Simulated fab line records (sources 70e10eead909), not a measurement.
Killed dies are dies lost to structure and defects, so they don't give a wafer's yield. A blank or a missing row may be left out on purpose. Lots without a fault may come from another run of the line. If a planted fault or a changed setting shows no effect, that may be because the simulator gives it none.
fab line records	flow nand-harc	part 2 of 2: steps 28 to 39 of 39
record lots=5	wafers=15	last-day=32
route steps=1302 shown A_STAIRCASE@835
lots that met no fault: taken from a fault-free run of the same line
start-h: hours from the record's opening day to when the first of the lot's shown wafers began	wait-h: hours elapsed since this lot's preceding step	" identical to the entry in the row above	L1.1+2: a row that stands for several wafers	- either no value or no given start	* or withheld: withheld	< > ~ a bound
route shown NAME@n: a module of which the file shows steps, and the number in the route of the first	usual: mean/standard deviation taken from wafers without a fault	same: alike in all rows	chamber/n: place in a boat	sites: readings site by site	_std_site: their standard deviation	_edge_site: inner sites' mean taken away from outer sites' mean	radius-mm: for every site, how far away it sits from the centre of the wafer	mask NAME#n: copy n	behind: the tool/chamber that last shaped the wafer	hold: why the lot was held/for how many hours/how that ended	device: transistor that didn't switch, given as n, p or np	end of line: the same wafers' tests at the end of the route	a step given without rows: its recipe and nothing more	killed: dies lost to structure and defects at the first sort, not the wafer's yield	map: shows each die of a wafer: x if killed, . if not, _ if none is there
set.NAME: the run value of the setting; set.NAME@STEP: its run value at that earlier step	model.NAME: the simulator's own value behind a step, which no gauge read
lots seen at some steps along the route; tables by step, rows by wafer
services: a tool's chamber out of use, with start hour (start-h, from the record's first day; less than 0 if before it), hours out, and reason
## steps
# step NHARC_A_STAIRCASE_DEVELOP_440
# recipe time-s=140
lot.wafer	tool	chamber	start-h	wait-h
L076.3+5+6	litho-track-05	0	-	-
L077.3+5+6	litho-track-02	0	-	-
L078.1+3+6	litho-track-05	0	-	-
L079.3+5+6	litho-track-05	0	-	-
L096.1+3+5	litho-track-02	0	-	-
# step NHARC_A_STAIRCASE_HARDBAKE_442
# recipe temp-c=120	time-s=140
lot.wafer	tool	chamber	start-h	wait-h
L076.3+5+6	litho-track-05	0	439.61	-
L077.3+5+6	litho-track-05	0	450.74	-
L078.1+3+6	litho-track-02	0	462.25	-
L079.3+5+6	litho-track-03	0	468.46	-
L096.1+3+5	litho-track-05	0	637.29	-
# step NHARC_A_STAIRCASE_DESCUM_443
# recipe time-s=3	o2-flow-sccm=200	ar-flow-sccm=0	bias-power-w=0	chemistry=O2
# usual drypump-motor-current-A=5.6/0.38	oes-product-au=1.002/0.011	rf-vpp-V=57.7/0.9	showerhead-plenum-p-Torr=1.91/0.088	throttle-valve-pct=11.311/0.0095
lot.wafer	tool	chamber	start-h	wait-h	drypump-motor-current-A	oes-product-au	rf-hours-counter-h	rf-vpp-V	showerhead-plenum-p-Torr	throttle-valve-pct
L076.3	rie-diel-07	1	439.71	-	5.3	1.013	43	59.4	2.04	11.315
L076.6	"	3	"	"	5.8	0.995	-	56.5	1.87	11.330
L076.5	"	0	"	"	5.0	1.007	-	56.5	1.82	11.315
L077.3	rie-diel-01	1	450.84	-	5.6	1.012	18	56.6	1.94	11.303
L077.5	"	3	"	"	6.3	1.010	-	57.1	1.81	11.304
L077.6	"	0	"	"	5.3	0.999	-	58.4	1.84	11.306
L078.3	rie-diel-07	0	462.35	-	5.0	1.006	54	57.4	1.82	11.305
L078.1	"	1	"	"	5.3	1.004	48	57.2	2.04	11.319
L078.6	"	3	"	"	5.8	0.983	-	58.8	1.87	11.302
L079.3	rie-diel-01	3	468.55	-	6.2	1.005	29	58.1	1.81	11.314
L079.6	"	2	"	"	6.0	1.012	-	57.0	1.90	11.310
L079.5	"	3	"	"	6.2	1.010	-	57.8	1.81	11.321
L096.3	rie-diel-01	0	637.38	-	5.3	0.997	15	57.5	1.83	11.308
L096.1	"	1	"	"	5.6	0.978	18	58.4	1.92	11.310
L096.5	"	0	"	"	5.3	0.994	-	57.2	1.83	11.322
# step NHARC_A_STAIRCASE_ETCH_444
# recipe target-depth-a=2.04e+05	time-s=6800	c4f8-flow-sccm=20	o2-flow-sccm=10	ar-flow-sccm=withheld	rf-w=600	bias-w=1000	chemistry=C4F8/O2
# usual oes-product-au=0.930/0.015	rf-vpp-V=807/4.9
lot.wafer	tool	chamber	start-h	wait-h	oes-product-au	rf-hours-counter-h	rf-vpp-V
L076.3	rie-diel-07	3	439.78	0.1	0.913	48	805
L076.6	"	3	441.66	1.9	0.917	-	804
L076.5	"	0	"	"	0.924	-	801
L077.3	rie-diel-01	3	450.91	0.1	0.927	20	801
L077.5	"	3	452.82	2.0	0.931	-	802
L077.6	"	0	"	"	0.923	-	802
L078.1	rie-diel-07	1	462.91	0.5	0.923	49	812
L078.3	"	3	"	"	0.915	57	804
L078.6	"	1	"	"	0.933	-	814
L079.3	rie-diel-01	3	469.69	1.1	0.937	30	802
L079.6	"	1	"	"	0.921	-	809
L079.5	"	2	"	"	0.927	-	807
L096.3	rie-diel-01	1	637.94	0.5	0.897	19	807
L096.1	"	3	"	"	0.914	18	800
L096.5	"	1	"	"	0.904	-	807
# step NHARC_A_STAIRCASE_STRIP_446
# recipe power-w=1500	temp-c=250	chemistry=O2
# usual drypump-motor-current-A=5.2/0.37	heater-power-w=324/8.6	rf-refl-power-W=24/11
lot.wafer	tool	chamber	start-h	wait-h	drypump-motor-current-A	heater-power-w	rf-hours-counter-h	rf-refl-power-W
L076.3	plasma-asher-01	0	444.42	0.3	4.9	321	-	41
L076.6	"	1	"	"	5.1	332	-	17
L076.5	"	0	"	"	4.9	312	-	41
L077.3	plasma-asher-01	1	455.42	0.1	5.0	337	-	18
L077.5	"	1	"	"	5.1	322	-	17
L077.6	"	0	"	"	4.9	312	-	41
L078.1	plasma-asher-01	1	466.86	0.1	5.1	327	24	17
L078.3	"	0	"	"	4.9	320	-	41
L078.6	"	1	"	"	5.0	331	-	17
L079.3	plasma-asher-01	1	473.28	0.2	5.1	322	-	18
L079.5	"	0	"	"	5.0	316	-	40
L079.6	"	1	"	"	5.1	324	-	17
L096.1	plasma-asher-02	0	641.86	0.1	5.9	337	6	12
L096.3	"	0	"	"	5.9	324	-	13
L096.5	"	1	"	"	4.9	324	-	22
# step NHARC_A_STAIRCASE_STRIP_447
# recipe time-s=900	temp-c=130	chemistry=SPM
lot.wafer	tool	chamber	start-h	wait-h
L076.6+5+3	wet-bench-03	5,7,1	444.64	0.1
L077.3+5+6	wet-bench-03	3,4,5	455.69	0.2
L078.3+1+6	wet-bench-03	6,7,0	467.21	0.2
L079.6+5+3	wet-bench-09	0,1,2	473.51	0.1
L096.3+5+1	wet-bench-03	2,4,5	642.16	0.2
# step NHARC_A_STAIRCASE_PRECLEAN_448
# recipe time-s=*	temp-c=50	bath-age-min=0	chemistry=SC1
# usual sc1-h2o2-end-mol-l=0.3698/0.00073
lot.wafer	tool	chamber	start-h	wait-h	sc1-h2o2-end-mol-l
L076.6	wet-bench-03	5	-	-	0.3707
L076.5	"	7	"	"	0.3706
L076.3	"	1	"	"	0.3699
L077.3	wet-bench-03	3	-	-	0.3691
L077.5	"	4	"	"	0.3690
L077.6	"	5	"	"	0.3704
L078.3	wet-bench-03	6	-	-	0.3691
L078.1	"	7	"	"	0.3693
L078.6	"	0	"	"	0.3691
L079.6	wet-bench-09	0	-	-	0.3700
L079.5	"	1	"	"	0.3704
L079.3	"	2	"	"	0.3689
L096.3	wet-bench-03	2	-	-	0.3703
L096.5	"	4	"	"	0.3684
L096.1	"	5	"	"	0.3692
# step NHARC_A_STAIRCASE_SRD_449
lot.wafer	tool	chamber	start-h	wait-h
L076.6+5+3	wet-bench-03	5,7,1	-	-
L077.3+5+6	wet-bench-03	3,4,5	-	-
L078.3+1+6	wet-bench-03	6,7,0	-	-
L079.6+5+3	wet-bench-09	0,1,2	-	-
L096.3+5+1	wet-bench-03	2,4,5	-	-
# step NHARC_A_STAIRCASE_CMP_450
# recipe target-thk-nm=200	material=SiO2
# usual motor-current-A=11.9/1.1
lot.wafer	tool	chamber	start-h	wait-h	motor-current-A
L076.3	cmp-04	3	445.12	-	11.5
L076.6	"	0	"	"	10.9
L076.5	"	1	"	"	12.1
L077.3	cmp-04	3	456.16	-	11.2
L077.6	"	0	"	"	10.8
L077.5	"	1	"	"	11.4
L078.3	cmp-04	1	467.66	-	10.6
L078.1	"	3	"	"	11.3
L078.6	"	2	"	"	13.6
L079.3	cmp-04	1	473.95	-	11.8
L079.6	"	0	"	"	11.2
L079.5	"	1	"	"	11.7
L096.1	cmp-04	2	642.64	-	14.8
L096.3	"	3	"	"	11.5
L096.5	"	0	"	"	10.6
# step NHARC_A_STAIRCASE_CMP_152
# usual motor-current-A=11.9/1.1
lot.wafer	tool	chamber	start-h	wait-h	motor-current-A
L076.3	cmp-04	3	445.19	0.1	11.0
L076.6	"	0	"	"	11.0
L076.5	"	1	"	"	12.1
L077.3	cmp-04	3	456.23	0.1	11.5
L077.6	"	0	"	"	11.0
L077.5	"	1	"	"	11.6
L078.3	cmp-04	1	467.73	0.1	11.0
L078.1	"	3	"	"	11.0
L078.6	"	2	"	"	13.0
L079.3	cmp-04	1	474.03	0.1	11.4
L079.6	"	0	"	"	10.9
L079.5	"	1	"	"	12.0
L096.1	cmp-04	2	642.71	0.1	14.3
L096.3	"	3	"	"	11.2
L096.5	"	0	"	"	10.7
# step NHARC_A_STAIRCASE_SRD_154
lot.wafer	tool	chamber	start-h	wait-h
L076.6+5+3	wet-bench-03	1,2,4	445.44	0.0
L077.5+6+3	wet-bench-04	3,4,5	456.49	0.0
L078.6+1+3	wet-bench-04	1,2,5	468.02	0.0
L079.6+3+5	wet-bench-09	1,2,5	474.31	0.0
L096.1+5+3	wet-bench-04	6,0,1	642.98	0.0
# step NHARC_A_STAIRCASE_ETCH_403
# recipe target-depth-a=1082	chemistry=dHF	material=SiO2
lot.wafer	tool	chamber	start-h	wait-h
L076.6+5+3	wet-bench-03	1,2,4	445.46	0.0
L077.5+6+3	wet-bench-04	3,4,5	456.51	0.0
L078.6+1+3	wet-bench-04	1,2,5	468.05	0.0
L079.6+3+5	wet-bench-09	1,2,5	474.33	0.0
L096.1+5+3	wet-bench-04	6,0,1	643.02	0.0
## services
tool	chamber	start-h	hours	kind
rie-diel-01	-	383.18	9.0	pm
wet-bench-03	-	386.40	8.0	pm
wet-bench-09	-	391.46	1.6	repair
rie-diel-01	0	397.08	3.2	repair
litho-track-02	-	402.00	7.0	pm
wet-bench-04	-	403.20	8.0	pm
cmp-04	-	405.00	4.0	pm
pecvd-03	1	409.13	3.6	repair
rie-diel-07	2	418.06	6.2	repair
cmp-04	-	421.66	0.5	repair
wet-bench-09	-	435.71	2.6	repair
litho-track-05	-	474.00	7.0	pm
cmp-04	-	503.00	4.0	pm
wet-bench-09	-	528.80	8.0	pm
rie-diel-01	-	560.43	9.0	pm
wet-bench-03	-	562.40	8.0	pm
wet-bench-03	-	576.74	1.4	repair
litho-track-02	-	577.00	7.0	pm
wet-bench-04	-	579.20	8.0	pm
wet-bench-09	-	591.16	32.9	repair
cmp-04	-	601.10	4.0	pm
wet-bench-03	-	614.50	0.9	repair
cmp-04	-	624.16	0.5	repair
wet-bench-09	-	641.10	1.2	repair
